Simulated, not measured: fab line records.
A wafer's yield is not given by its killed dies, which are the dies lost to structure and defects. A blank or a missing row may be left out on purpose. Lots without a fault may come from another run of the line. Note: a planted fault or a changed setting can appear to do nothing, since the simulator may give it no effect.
3 desks, one fault + flow n5-finfet + each desk has only its own numbers; what lay behind them comes last

THE DEFECT DESK
Per lot, the means of the sampled wafers with a number show what the inspections along the route counted. A lot is out of limits, marked OUT, if its mean lies more than 4 standard deviations from the usual mean; the brackets give that distance.
Columns: A = raw-defect-count at N5_BEOL_M13_INSPECT_12, usual 2.1
| lot  | first seen here | A   |
|------|-----------------|-----|
| L182 | day 11 05:40    | 3.0 |
| L184 | day 11 11:28    | 0.7 |
| L185 | day 11 19:38    | 2.7 |
| L187 | day 12 11:32    | 2.0 |
| L188 | day 13 02:52    | 1.0 |
| L193 | day 13 22:00    | 0.3 |
| L194 | day 14 08:17    | 2.7 |
| L195 | day 14 14:53    | 2.0 |
| L201 | day 17 04:53    | 2.0 |
| L204 | day 17 10:32    | 2.3 |
| L205 | day 18 01:10    | 2.7 |
Result from this desk: across the 11 lots, nothing is out of limits.

AT THE METROLOGY DESK
Lot by lot, what the gauges showed, no matter which tool ran the lot: averages of those sampled wafers that carry a number. A lot is out of limits, marked OUT, if its mean lies more than 4 standard deviations from the usual mean; the brackets give that distance.
Columns: A = V12_OVL at N5_BEOL_M13_OVL_MEAS_11, usual -6 nm
| lot  | first seen here | A   |
|------|-----------------|-----|
| L182 | day 11 05:38    | 2   |
| L184 | day 11 11:26    | -5  |
| L185 | day 11 19:37    | -5  |
| L187 | day 12 11:31    | -5  |
| L188 | day 13 02:51    | -4  |
| L193 | day 13 21:58    | -2  |
| L194 | day 14 08:16    | -14 |
| L195 | day 14 14:51    | -6  |
| L201 | day 17 04:51    | -8  |
| L204 | day 17 10:31    | -3  |
| L205 | day 18 01:08    | -12 |
Result from this desk: across the 11 lots, nothing is out of limits.

AT THE TOOL OWNER'S DESK: litho-track-05
The tool's own readings at N5_BEOL_M13_COAT_65 (time 60 s, resist thk 350 nm): means of the sampled wafers that have a number, for each lot that ran on this tool. A lot is out of limits, marked OUT, if its mean lies more than 4 standard deviations from the usual mean; the brackets give that distance.
Columns: A = heater-power-total-W at N5_BEOL_M13_COAT_65, usual 500.7 W; B = plate-temp-C at N5_BEOL_M13_COAT_65, usual 249.95 C; C = spin-speed-rpm at N5_BEOL_M13_COAT_65, usual 1500.0 rpm
| lot  | first seen here | A                | B                | C      |
|------|-----------------|------------------|------------------|--------|
| L187 | day 12 12:29    | 502.0            | 249.82           | 1499.3 |
| L193 | day 13 22:36    | 511.7 (+6.1) OUT | 253.91 (+22) OUT | 1500.7 |
| L194 | day 14 08:53    | 507.4            | 253.72 (+21) OUT | 1500.6 |
| L195 | day 14 15:29    | 510.0 (+5.2) OUT | 253.84 (+22) OUT | 1499.0 |
| L204 | day 17 11:08    | 499.4            | 250.20           | 1500.5 |
| L205 | day 18 01:46    | 499.0            | 249.74           | 1500.2 |
This desk finds L193, L194, L195 out of limits, L193 being first, at day 13 22:36 (heater-power-total-W at N5_BEOL_M13_COAT_65). L187, L204, L205: within limits.

PUT TOGETHER
An alarm could have come from the tool owner's desk at day 13 22:36, on L193, L194, L195.
No out-of-limits result turned up at the defect desk.
Metrology desk: nothing out of limits seen.
The defect desk has L193, L194, L195 on record, within its limits.
The metrology desk has L193, L194, L195 on record, within its limits.
N5_BEOL_M13_COAT_65 was run on litho-track-05 by each of the lots named.

WHAT WAS PUT IN BY THE SIMULATOR
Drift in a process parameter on litho-track-05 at N5_BEOL_M13_COAT_65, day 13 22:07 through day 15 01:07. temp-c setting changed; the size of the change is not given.
Shown lots that were struck: L193, L194, L195.
How many hours passed from the start of the fault until each desk's first out-of-limits reading: the tool owner's desk, 0.
